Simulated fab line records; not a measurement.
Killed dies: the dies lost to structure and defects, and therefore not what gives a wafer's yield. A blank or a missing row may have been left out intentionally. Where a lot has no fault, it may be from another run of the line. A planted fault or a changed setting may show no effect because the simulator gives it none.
Chamber matching	flow n5Finfet	4 sister chambers for N5_BEOL_M10_ETCH_62 on rieDiel-05
The step etches SOC in N2/H2, target depth 110 nm, overetch 22 nm, time 165 s. 4 wafers are shown with their chamber, then 9 later ones without.

== WAFERS, EACH WITH ITS CHAMBER ==
wafer	chamber	showerheadPlenumPTorr (Torr)
L091.1	1	2.45
L091.6	2	2.46
L093.1	3	2.61
L093.6	0	2.56

== WAFERS WITH NO CHAMBER GIVEN ==
wafer	showerheadPlenumPTorr (Torr)
L095.2	2.44
L095.4	2.44
L095.5	2.45
L097.2	2.45
L097.3	2.60
L097.5	2.60
L096.3	2.45
L096.4	2.44
L096.6	2.45

== WHICH CHAMBER EACH WENT THROUGH ==
wafer	from the rows above	in truth
L095.2	can't be placed: 1 or 2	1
L095.4	can't be placed: 1 or 2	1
L095.5	can't be placed: 1 or 2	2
L097.2	can't be placed: 1 or 2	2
L097.3	3	3
L097.5	3	3
L096.3	can't be placed: 1 or 2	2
L096.4	can't be placed: 1 or 2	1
L096.6	can't be placed: 1 or 2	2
2 of 9 placed correctly. These rows do not allow placing 7 (true chamber among the candidates in 7). 0 placed wrongly.
How it was worked out, from the rows above alone: a wafer's distance from a chamber is the root of the sum, over the readings, of the square of ((its reading less the chamber's mean) divided by the reading's scatter). The wafer belongs to the nearest chamber; if the next one is less than 2 further off, it can't be placed. Each chamber's mean is taken over the wafers shown for it. The scatter: root of mean squared gap, hidden wafer to nearest shown wafer, with one shown wafer a chamber.
